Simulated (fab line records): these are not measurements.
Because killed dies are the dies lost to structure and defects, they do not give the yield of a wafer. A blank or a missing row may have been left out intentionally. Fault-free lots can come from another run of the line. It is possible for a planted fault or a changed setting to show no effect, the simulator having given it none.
Matching of chambers || flow nandHarc || 4 sister chambers for NHARC_A_WL_FILL_STRIP_29 on rieDiel-04
The step strips in O2, time 20 s. 4 wafers are shown with their chamber, then 10 later ones without.

EACH WAFER AND ITS CHAMBER
{"wafer": "L085.2", "chamber": 3, "drypumpMotorCurrentA (A)": 5.71}
{"wafer": "L086.5", "chamber": 0, "drypumpMotorCurrentA (A)": 6.08}
{"wafer": "L087.2", "chamber": 2, "drypumpMotorCurrentA (A)": 6.01}
{"wafer": "L087.3", "chamber": 1, "drypumpMotorCurrentA (A)": 5.99}

WAFERS WITHOUT THEIR CHAMBER
{"wafer": "L087.4", "drypumpMotorCurrentA (A)": 6.09}
{"wafer": "L092.1", "drypumpMotorCurrentA (A)": 6.01}
{"wafer": "L092.3", "drypumpMotorCurrentA (A)": 5.68}
{"wafer": "L092.6", "drypumpMotorCurrentA (A)": 6.08}
{"wafer": "L095.3", "drypumpMotorCurrentA (A)": 6.04}
{"wafer": "L095.4", "drypumpMotorCurrentA (A)": 5.95}
{"wafer": "L095.6", "drypumpMotorCurrentA (A)": 6.02}
{"wafer": "L096.3", "drypumpMotorCurrentA (A)": 6.12}
{"wafer": "L096.4", "drypumpMotorCurrentA (A)": 5.92}
{"wafer": "L096.5", "drypumpMotorCurrentA (A)": 5.93}

THE CHAMBER EACH PASSED THROUGH
{"wafer": "L087.4", "from the rows above": "can't be placed: 0 or 2", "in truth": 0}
{"wafer": "L092.1", "from the rows above": "can't be placed: 2 or 1 or 0", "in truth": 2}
{"wafer": "L092.3", "from the rows above": 3, "in truth": 3}
{"wafer": "L092.6", "from the rows above": "can't be placed: 0 or 2", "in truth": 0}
{"wafer": "L095.3", "from the rows above": "can't be placed: 2 or 0 or 1", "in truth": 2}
{"wafer": "L095.4", "from the rows above": "can't be placed: 1 or 2", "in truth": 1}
{"wafer": "L095.6", "from the rows above": "can't be placed: 2 or 1 or 0", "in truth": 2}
{"wafer": "L096.3", "from the rows above": "can't be placed: 0 or 2", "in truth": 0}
{"wafer": "L096.4", "from the rows above": "can't be placed: 1 or 2", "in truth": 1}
{"wafer": "L096.5", "from the rows above": "can't be placed: 1 or 2", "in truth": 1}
Correct placement for 1 of the 10. Unplaceable from these rows: 9, with the true chamber sitting among the candidates in 9. Wrongly placed: 0.
How it was worked out, from the rows above alone: a wafer's distance from a chamber is the root of the sum, over the readings, of the square of ((its reading less the chamber's mean) divided by the reading's scatter). The wafer belongs to the nearest chamber; if the next one is less than 2 further off, it can't be placed. A chamber's mean is the mean of its shown wafers. The scatter: root of mean squared gap, hidden wafer to nearest shown wafer, with one shown wafer a chamber.
